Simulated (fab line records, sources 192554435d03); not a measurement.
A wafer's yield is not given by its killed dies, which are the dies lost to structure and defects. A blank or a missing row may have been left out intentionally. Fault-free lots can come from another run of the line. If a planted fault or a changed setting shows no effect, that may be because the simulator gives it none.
fab line records	flow n5Finfet
record lots=6	wafers=17	lastDay=18
route steps=1938 shown BEOL_M3@965 BEOL_M4@1111
lots with no fault: from the same line, run without faults
startH: start of the lot's first displayed wafer, in hours after the record's first day	waitH: time in hours since the lot's previous step	" repeats the value in the row above	L1.1+2: several wafers, shown together as one row	- no value, or no start was given	* or withheld: withheld	< > ~ a bound
route shown NAME@n: NAME is a module with steps in the file, n the number in the route of the first one	usual: the fault-free wafers' mean and standard deviation	same: alike in all rows	chamber/n: place in a boat	sites: readings site by site	_std_site: standard deviation of those values	_edge_site: inner sites' mean taken away from outer sites' mean	radiusMm: how far each site lies from the wafer's centre	mask NAME#n: copy n	behind: tool/chamber where the wafer was last shaped	hold: why the lot went on hold/how many hours it stayed there/how the hold came to an end	device: the n, p or np transistor that did not switch	end of line: tests of these same wafers at the route's end	a step without rows: its recipe alone	killed: not the wafer's yield, but the dies lost to structure and defects at the first sort	map: shows each die of a wafer: x if killed, . if not, _ if none is there
set.NAME: the setting the step ran with; set.NAME@STEP: the setting that earlier step ran with	model.NAME: the simulator's own value behind a step, which no gauge read
lots seen at some steps along the route; tables by step, rows by wafer
services: when a tool's chamber went out of use (startH, in hours from the record's first day, below 0 if earlier), for how many hours, and the reason
## steps
# step N5_BEOL_M3_DEVELOP_27
# recipe developTimeS=30	developer=TMAH	resist=CAR-EUV	rinseLiquid=surfactantRinse	dry=airSpin	devTempC=23
# step N5_BEOL_M3_CD_MEAS_28
# recipe targetCdNm=25.7	landingEnergyEv=500	detector=seInlens	targetCdYNm=23.3	polarity=opening
# usual cdNm=25.63/0.2
lot.wafer	tool	chamber	startH	waitH	cdNm
L415.2	cdSem-01	0	169.89	-	25.74
L415.4	"	0	"	"	26.05
L415.6	"	0	"	"	25.69
L422.2	cdSem-02	0	209.80	-	25.42
L422.5	"	0	"	"	25.40
L422.6	"	0	"	"	26.15
L429.1	cdSem-02	0	248.62	-	25.57
L429.3	"	0	"	"	25.44
L430.1	cdSem-02	0	255.95	-	25.60
L430.3	"	0	"	"	25.52
L430.4	"	0	"	"	25.44
L433.2	cdSem-03	0	276.94	-	25.63
L433.3	"	0	"	"	25.31
L433.4	"	0	"	"	25.96
L434.4	cdSem-03	0	295.54	-	25.62
L434.5	"	0	"	"	25.65
L434.6	"	0	"	"	25.40
# step N5_BEOL_M3_OVL_MEAS_29
# recipe pointsPerWafer=522
# usual V2_OVL=0.1/0.68
lot.wafer	tool	chamber	startH	waitH	V2_OVL[nm]
L415.2	overlay-01	0	169.93	0.0	0.8
L415.4	"	0	"	"	-0.4
L415.6	"	0	"	"	-0.8
L422.2	overlay-01	0	209.83	0.0	0.7
L422.5	"	0	"	"	0.8
L422.6	"	0	"	"	-0.1
L429.1	overlay-01	0	248.65	0.0	-0.5
L429.3	"	0	"	"	-0.2
L430.1	overlay-02	0	255.98	0.0	0.0
L430.3	"	0	"	"	-1.0
L430.4	"	0	"	"	0.8
L433.2	overlay-01	0	276.98	0.0	0.4
L433.3	"	0	"	"	-0.1
L433.4	"	0	"	"	0.2
L434.4	overlay-02	0	295.58	0.0	-0.2
L434.5	"	0	"	"	0.6
L434.6	"	0	"	"	0.0
# step N5_BEOL_M3_INSPECT_30
# recipe mode=adi	inspectInstrument=brightfield
# usual rawDefectCount=422/92
lot.wafer	tool	chamber	startH	waitH	rawDefectCount
L415.2	defectInspect-02	-	169.98	0.0	546
L415.4	"	-	"	"	374
L415.6	"	-	"	"	474
L422.2	defectInspect-02	-	209.89	0.0	404
L422.5	"	-	"	"	396
L422.6	"	-	"	"	521
L429.1	defectInspect-02	-	248.70	0.1	395
L429.3	"	-	"	"	383
L430.1	defectInspect-01	-	256.04	0.1	658
L430.3	"	-	"	"	364
L430.4	"	-	"	"	416
L433.2	defectInspect-01	-	277.03	0.0	347
L433.3	"	-	"	"	465
L433.4	"	-	"	"	461
L434.4	defectInspect-02	-	295.62	0.0	355
L434.5	"	-	"	"	476
L434.6	"	-	"	"	346
# step N5_BEOL_M3_DESCUM_33
# recipe chemistry=O2	timeS=7	sourcePowerW=50	biasPowerW=20	pressureMtorr=20	rfFrequencyHz=2.712e+07	tempC=40	resist=CAR-EUV	o2FlowSccm=225
# usual biasPowerW=20.00/0.061	drypumpMotorCurrentA=5.4/0.43	oesProductAu=0.80/0.098	rfVppV=243.0/1.4	showerheadPlenumPTorr=2.08/0.081	throttleValvePct=20.49/0.28
# same timeS=7
lot.wafer	tool	chamber	startH	waitH	biasPowerW	drypumpMotorCurrentA	oesProductAu	rfHoursCounterH	rfVppV	showerheadPlenumPTorr	throttleValvePct
L415.2	rieDiel-02	2	170.01	0.0	19.99	5.8	0.66	223	244.5	2.04	19.97
L415.4	"	3	"	"	20.08	5.0	0.77	130	242.4	2.00	20.78
L415.6	"	0	"	"	20.04	6.0	0.76	-	242.5	2.06	20.66
L422.2	rieDiel-04	2	210.23	0.3	20.13	6.1	0.68	231	244.6	2.16	20.90
L422.5	"	0	"	"	19.98	5.6	0.96	-	242.3	2.08	20.63
L422.6	"	3	"	"	19.98	5.3	0.70	-	244.0	2.16	20.31
L429.1	rieDiel-06	3	248.74	0.0	20.04	5.3	0.71	194	242.9	1.97	20.62
L429.3	"	0	"	"	20.06	5.4	0.82	81	242.4	2.05	20.77
L430.1	rieDiel-06	3	256.07	0.0	19.96	5.3	0.70	198	241.4	1.97	20.61
L430.3	"	0	"	"	20.01	5.3	0.81	85	242.8	2.04	20.77
L430.4	"	2	"	"	20.10	4.8	0.89	-	243.5	2.13	20.11
L433.2	rieDiel-02	3	277.06	0.0	19.97	5.1	0.75	158	242.9	1.99	20.83
L433.3	"	1	"	"	20.00	5.9	0.81	98	242.3	2.03	20.22
L433.4	"	1	"	"	19.93	5.9	0.82	-	242.5	2.03	20.24
L434.4	rieDiel-06	2	295.66	0.0	20.13	4.8	0.86	37	243.6	2.13	20.12
L434.5	"	1	"	"	19.95	5.2	0.93	-	244.1	2.23	20.20
L434.6	"	0	"	"	19.88	5.3	0.80	-	242.4	2.04	20.78
# step N5_BEOL_M3_ETCH_77
# recipe chemistry=N2/H2	target=underlayer	targetDepthA=65	maskMaterial=CAR-EUV	timeS=5.2	ionEnergyEv=200	pressureMtorr=30	sourceW=840	biasW=150	n2FlowSccm=200	h2FlowSccm=200	ends=cleared
# usual biasW=150.0/0.42	drypumpMotorCurrentA=5.4/0.43	etchRfOnTimeS=5.22/0.15	oesProductAu=0.68/0.074	rfVppV=523.3/2.9	showerheadPlenumPTorr=2.53/0.099	throttleValvePct=18.0/0.3
lot.wafer	tool	chamber	startH	waitH	biasW	drypumpMotorCurrentA	etchRfOnTimeS	oesProductAu	rfHoursCounterH	rfVppV	showerheadPlenumPTorr	throttleValvePct
L415.2	rieDiel-02	2	170.05	0.0	149.9	5.8	5.55	0.56	223	523.1	2.53	17.7
L415.4	"	3	"	"	149.6	5.1	5.06	0.66	130	520.4	2.43	18.2
L415.6	"	0	"	"	150.1	6.0	5.19	0.65	-	520.8	2.51	18.1
L422.2	rieDiel-04	2	210.27	0.0	150.2	6.1	5.37	0.58	231	525.4	2.64	18.5
L422.5	"	0	"	"	149.9	5.6	5.34	0.80	-	522.3	2.50	18.0
L422.6	"	3	"	"	150.3	5.3	5.32	0.60	-	528.3	2.65	17.9
L429.1	rieDiel-06	3	248.77	0.0	149.9	5.3	4.94	0.63	194	521.0	2.42	18.3
L429.3	"	0	"	"	150.1	5.4	5.29	0.68	81	522.2	2.47	18.1
L430.1	rieDiel-06	3	256.11	0.0	150.3	5.3	4.94	0.63	198	520.4	2.42	18.3
L430.3	"	0	"	"	150.1	5.4	5.27	0.68	85	519.7	2.47	18.1
L430.4	"	2	"	"	150.5	4.8	5.39	0.75	-	526.3	2.60	17.6
L433.2	rieDiel-02	3	277.10	0.0	149.7	5.1	5.00	0.65	158	521.2	2.42	18.2
L433.3	"	1	"	"	150.0	5.9	5.10	0.69	98	520.2	2.45	17.5
L433.4	"	1	"	"	150.2	6.0	5.08	0.71	-	525.0	2.45	17.5
L434.4	rieDiel-06	2	295.69	0.0	149.9	4.8	5.38	0.73	37	524.9	2.60	17.6
L434.5	"	1	"	"	149.7	5.2	5.25	0.77	-	530.6	2.72	17.7
L434.6	"	0	"	"	150.0	5.3	5.26	0.68	-	522.8	2.46	18.2
# step N5_BEOL_M3_ETCH_69
# recipe chemistry=CF4	target=SiARC	targetDepthA=156	maskMaterial=CAR-EUV	timeS=26	ionEnergyEv=80	pressureMtorr=40	sourceW=545	biasW=36	Ar_flow_sccm=100	cf4FlowSccm=100	ends=cleared
# usual biasW=36.00/0.11	drypumpMotorCurrentA=5.4/0.43	etchRfOnTimeS=26.1/0.7	oesProductAu=0.68/0.074	rfVppV=183.9/1.2	showerheadPlenumPTorr=2.14/0.071	throttleValvePct=15.71/0.3
lot.wafer	tool	chamber	startH	waitH	biasW	drypumpMotorCurrentA	etchRfOnTimeS	oesProductAu	rfHoursCounterH	rfVppV	showerheadPlenumPTorr	throttleValvePct
L415.2	rieDiel-02	2	170.06	0.0	36.14	5.8	27.3	0.57	223	183.3	2.12	15.55
L415.4	"	3	"	"	35.82	5.1	25.8	0.66	130	184.0	2.08	16.10
L415.6	"	0	"	"	35.79	6.0	25.8	0.65	-	182.1	2.13	15.97
L422.2	rieDiel-04	2	210.28	0.0	35.95	6.1	26.9	0.58	231	185.8	2.21	16.03
L422.5	"	0	"	"	36.01	5.6	26.3	0.81	-	184.6	2.11	15.65
L422.6	"	3	"	"	36.17	5.3	26.6	0.59	-	185.9	2.21	15.60
L429.1	rieDiel-06	3	248.79	0.0	35.97	5.3	25.5	0.63	194	182.0	2.05	16.03
L429.3	"	0	"	"	35.89	5.3	26.5	0.69	81	184.4	2.09	15.79
L430.1	rieDiel-06	3	256.12	0.0	36.11	5.3	25.1	0.62	198	182.5	2.05	16.03
L430.3	"	0	"	"	35.99	5.3	26.7	0.68	85	183.6	2.09	15.80
L430.4	"	2	"	"	36.20	4.8	27.3	0.74	-	185.0	2.19	15.31
L433.2	rieDiel-02	3	277.12	0.0	35.99	5.0	25.7	0.64	158	181.4	2.07	16.14
L433.3	"	1	"	"	35.99	5.9	25.7	0.69	98	183.9	2.07	15.35
L433.4	"	1	"	"	35.97	5.9	25.6	0.69	-	182.3	2.07	15.32
L434.4	rieDiel-06	2	295.71	0.0	35.94	4.8	27.2	0.73	37	184.3	2.19	15.34
L434.5	"	1	"	"	35.99	5.1	26.4	0.76	-	185.5	2.27	15.38
L434.6	"	0	"	"	36.19	5.3	26.1	0.68	-	184.8	2.08	15.82
# step N5_BEOL_M3_ALD_98
# recipe material=SiO2	targetThkA=25	tempC=100	aldPrecursorFamily=BDEAS	aldCoReactant=O2-plasma	pulseTimeS=1	coReactantPulseTimeS=1	purgeTimeS=2	coReactantPurgeTimeS=2	aldCycles=17	pressureTorr=2
# usual heaterPowerW=75/5.1	precursorPulseHeightRel=1.001/0.02
# same purgeTimeS=2
lot.wafer	tool	chamber	startH	waitH	heaterPowerW	precursorPulseHeightRel
L415.2	aldSin-04	1	170.15	0.1	79	0.986
L415.4	"	3	"	"	76	0.997
L415.6	"	3	"	"	75	0.994
L422.2	aldSin-01	2	210.97	0.7	77	0.976
L422.5	"	3	"	"	81	0.970
L422.6	"	2	"	"	74	0.990
L429.1	aldSin-01	2	248.87	0.1	76	0.997
L429.3	"	1	"	"	71	1.012
L430.1	aldSin-04	1	256.20	0.1	80	1.040
L430.3	"	2	"	"	78	0.983
L430.4	"	3	"	"	76	0.991
L433.2	aldSin-03	3	277.67	0.5	76	1.005
L433.3	"	1	"	"	69	1.003
L433.4	"	2	"	"	83	1.006
L434.4	aldSin-01	3	296.36	0.6	80	0.982
L434.5	"	1	"	"	72	1.003
L434.6	"	2	"	"	77	0.997
# step N5_BEOL_M3_ETCHBACK_99
# recipe chemistry=CHF3	target=SiO2	targetDepthA=50	timeS=10.4	sourceW=215	biasW=47	Ar_flow_sccm=200	CHF3_flow_sccm=12	ionEnergyEv=100	pressureMtorr=30
# usual biasW=46.97/0.14	drypumpMotorCurrentA=5.7/0.48	oesProductAu=0.77/0.081	rfVppV=241/7.4	showerheadPlenumPTorr=2.13/0.057	throttleValvePct=17.2/0.35
# same timeS=10.4
lot.wafer	tool	chamber	startH	waitH	biasW	drypumpMotorCurrentA	oesProductAu	rfHoursCounterH	rfVppV	showerheadPlenumPTorr	throttleValvePct
L415.2	rieDiel-04	0	171.87	1.7	47.09	5.6	0.69	246	235	2.11	17.5
L415.4	"	1	"	"	46.95	6.5	0.79	106	255	2.14	16.6
L415.6	"	2	"	"	47.05	6.1	0.69	-	240	2.23	17.5
L422.2	rieDiel-02	1	217.43	6.4	47.00	5.9	0.83	79	229	2.08	16.8
L422.5	"	2	"	"	46.87	5.7	0.65	-	244	2.11	16.9
L422.6	"	1	"	"	47.22	5.9	0.82	-	231	2.08	16.7
L429.1	rieDiel-02	0	250.22	1.3	46.74	5.9	0.74	194	236	2.14	17.5
L429.3	"	1	"	"	47.03	5.9	0.82	-	232	2.08	16.8
L430.1	rieDiel-02	3	265.52	9.3	47.15	5.0	0.77	153	247	2.09	17.7
L430.3	"	1	"	"	46.88	5.9	0.80	93	230	2.08	16.8
L430.4	"	2	"	"	47.03	5.8	0.65	250	245	2.11	16.9
L433.2	rieDiel-04	1	283.15	5.4	47.03	6.5	0.75	139	257	2.13	16.7
L433.3	"	0	"	"	47.08	5.6	0.89	-	235	2.10	17.1
L433.4	"	1	"	"	46.91	6.5	0.76	-	256	2.13	16.7
L434.4	rieDiel-04	0	302.28	5.9	46.96	5.5	0.88	31	235	2.10	17.1
L434.5	"	2	"	"	46.95	6.1	0.98	-	241	2.22	17.1
L434.6	"	3	"	"	47.18	5.3	0.69	-	244	2.23	17.2
# step N5_BEOL_M3_ETCH_70
# recipe chemistry=N2/H2	target=SOC	targetDepthA=800	overetchA=160	maskMaterial=SiARC	tempC=40	timeS=120	ionEnergyEv=200	pressureMtorr=30	sourceW=840	biasW=150	n2FlowSccm=200	h2FlowSccm=200
# step N5_BEOL_M3_STRIP_71
# recipe chemistry=N2/H2	tempC=40	n2FlowSccm=200	h2FlowSccm=200	rfFrequencyHz=6e+07
# step N5_BEOL_M3_STRIP_78
# recipe chemistry=N2/H2	tempC=40	n2FlowSccm=200	h2FlowSccm=200	rfFrequencyHz=6e+07
# step N5_BEOL_M3_VIA_ETCH_34
# recipe chemistry=C4F6/O2	targetDepthA=694	maskMaterial=SOC	pressureMtorr=15	ionEnergyEv=250	taperDeg=4	timeS=65.9	sourceW=350	biasW=170	Ar_flow_sccm=300	C4F6_flow_sccm=10	O2_flow_sccm=10
# usual biasW=170.0/0.54	drypumpMotorCurrentA=5.7/0.47	oesProductAu=0.77/0.08	rfVppV=667/20	runLengthS=89.3/0.41	showerheadPlenumPTorr=2.82/0.073	throttleValvePct=30.8/0.53
lot.wafer	tool	chamber	startH	waitH	biasW	drypumpMotorCurrentA	oesProductAu	rfHoursCounterH	rfVppV	runLengthS	showerheadPlenumPTorr	throttleValvePct	model.etch.depthNm	model.SOC_of_BEOL_M3_COAT_67.thkNm
L415.2	rieDiel-04	0	172.01	0.0	170.7	5.5	0.70	246	649	89.3	2.79	31.2	68.23	52
L415.4	"	1	"	"	172.0	6.5	0.79	106	707	89.9	2.82	29.9	69.1	51.8
L415.6	"	2	"	"	169.3	6.1	0.68	-	667	89.7	2.94	31.5	67.46	52.4
L422.2	rieDiel-02	1	217.56	0.0	170.7	6.0	0.83	79	640	89.6	2.75	30.5	70.14	52
L422.5	"	2	"	"	169.6	5.8	0.66	-	676	88.8	2.79	30.1	66.85	52.6
L422.6	"	1	"	"	170.3	5.9	0.83	-	639	89.8	2.75	30.5	69.97	52
L429.1	rieDiel-02	0	250.43	0.0	170.6	6.0	0.74	194	649	89.0	2.83	31.2	70.27	52
L429.3	"	1	"	"	169.6	5.9	0.83	-	636	94.7	2.75	30.5	76.91	50.6
L430.1	rieDiel-02	3	265.66	0.0	169.9	5.1	0.76	153	679	89.0	2.75	31.5	70.32	51.8
L430.3	"	1	"	"	169.9	5.9	0.81	93	639	94.7	2.75	30.5	75.49	51.2
L430.4	"	2	"	"	170.2	5.8	0.65	250	676	88.8	2.78	30.1	67.24	52.2
L433.2	rieDiel-04	1	283.36	0.0	169.7	6.5	0.76	140	704	89.7	2.81	30.0	68.95	51.6
L433.3	"	0	"	"	170.0	5.6	0.90	-	649	89.2	2.78	30.9	69.31	51.8
L433.4	"	1	"	"	170.0	6.5	0.76	-	706	90.0	2.81	29.9	69.11	51.8
L434.4	rieDiel-04	0	302.42	0.0	169.9	5.5	0.88	31	650	89.1	2.78	30.9	69.44	51.6
L434.5	"	2	"	"	170.3	6.1	0.97	-	665	89.8	2.93	30.9	69.05	51.8
L434.6	"	3	"	"	170.9	5.3	0.69	-	674	89.3	2.94	30.7	67.91	51.6
# step N5_BEOL_M3_STRIP_83
# recipe chemistry=C4F6/O2	resist=SiARC	rfFrequencyHz=6e+07
# step N5_BEOL_M4_RC_MEAS_101
# usual DIBL_N=35.4/2.1	DIBL_P=34.8/2.6	IOFF_N=0.15/0.037	IOFF_P=0.19/0.037	ION_N=677/16	ION_P=462/9.3	SS_N=71.4/0.75	SS_P=72.9/0.77	VT_N=250/3.7	VT_P=-251/3.5
lot.wafer	tool	chamber	startH	waitH	DIBL_N[mV/V]	DIBL_P[mV/V]	IOFF_N[nA/um]	IOFF_P[nA/um]	ION_N[uA/um]	ION_P[uA/um]	SS_N[mV/dec]	SS_P[mV/dec]	VT_N[mV]	VT_P[mV]
L415.2	prober-02	0	198.60	0.3	38.4	39.8	0.20	0.25	699	473	72.0	73.6	247	-249
L415.4	"	0	"	"	33.5	34.8	0.13	0.17	679	465	70.9	72.8	254	-252
L415.6	"	0	"	"	31.5	30.8	0.09	0.12	658	453	69.6	71.7	254	-258
L422.2	prober-01	0	231.49	0.8	37.8	36.2	0.17	0.22	672	460	71.9	73.0	250	-248
L422.5	"	0	"	"	36.2	34.3	0.14	0.20	684	466	71.4	72.4	248	-249
L422.6	"	0	"	"	36.7	34.1	0.15	0.20	675	460	71.2	72.7	247	-251
L429.1	prober-01	0	269.81	0.0	33.0	32.2	0.12	0.15	667	451	71.0	72.1	253	-254
L429.3	"	0	"	"	36.1	35.6	0.17	0.19	693	462	71.9	72.9	252	-252
L430.1	prober-01	0	283.59	0.0	34.0	34.2	0.12	0.17	682	463	71.2	73.4	255	-253
L430.3	"	0	"	"	36.5	36.7	0.16	0.20	683	460	70.8	73.9	249	-251
L430.4	"	0	"	"	32.3	32.6	0.11	0.16	661	461	70.5	72.2	256	-252
L433.2	prober-01	0	303.96	0.4	34.6	33.3	0.14	0.18	689	466	70.8	73.1	249	-250
L433.3	"	0	"	"	34.0	33.2	0.13	0.18	675	467	71.4	72.7	251	-249
L433.4	"	0	"	"	36.0	35.2	0.17	0.20	711	477	71.4	73.9	246	-252
L434.4	prober-01	0	327.77	0.5	34.0	33.9	0.13	0.20	675	474	70.4	71.8	249	-246
L434.5	"	0	"	"	33.2	32.4	0.12	0.19	665	467	70.2	71.5	251	-248
L434.6	"	0	"	"	35.3	34.1	0.14	0.19	678	465	72.1	72.5	252	-249
## services
tool	chamber	startH	hours	kind
aldSin-03	2	160.21	7.0	repair
aldSin-04	-	170.99	6.1	pm
rieDiel-02	1	177.11	5.9	repair
rieDiel-06	1	184.00	81.3	repair
rieDiel-02	3	191.84	6.5	repair
rieDiel-04	2	198.53	2.8	repair
aldSin-01	-	215.63	6.0	pm
rieDiel-06	2	218.19	13.6	repair
rieDiel-06	0	220.16	6.2	repair
aldSin-03	-	224.47	0.7	repair
aldSin-01	0	228.73	4.1	repair
aldSin-04	1	233.35	5.2	repair
aldSin-04	-	236.40	0.5	repair
rieDiel-02	3	243.66	9.1	repair
rieDiel-02	2	249.10	3.6	repair
rieDiel-02	2	265.88	-	clean
rieDiel-02	2	265.88	-	consumableReplace:focusRing
rieDiel-06	-	266.11	2.8	pm
rieDiel-04	0	266.58	4.5	repair
aldSin-04	-	268.37	14.0	pm
aldSin-03	1	277.97	10.4	repair
aldSin-04	-	283.88	1.1	repair
aldSin-04	2	299.08	14.3	repair
aldSin-03	-	299.75	6.0	pm
## key
firstSign step=N5_BEOL_M3_VIA_ETCH_34	reading=runLengthS	direction=up	sigmas=13	usual=*	struck=*
effect none on later readings
modelEffect step=N5_BEOL_M3_VIA_ETCH_34	value=etch.depthNm	without=70.88	struck=76.2
metAt N5_BEOL_M3_VIA_ETCH_34
struckWafers L429.3,L430.3
onsetBetween 217.56 250.43
fault kind=processParameterDrift	tool=rieDiel-02	chamber=-	onsetH=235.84	steps=N5_BEOL_M3_VIA_ETCH_34	channel=timeS	offset=*	shape=step	endH=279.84	scope=struckWafersOnly	actsIn=*	stated=*
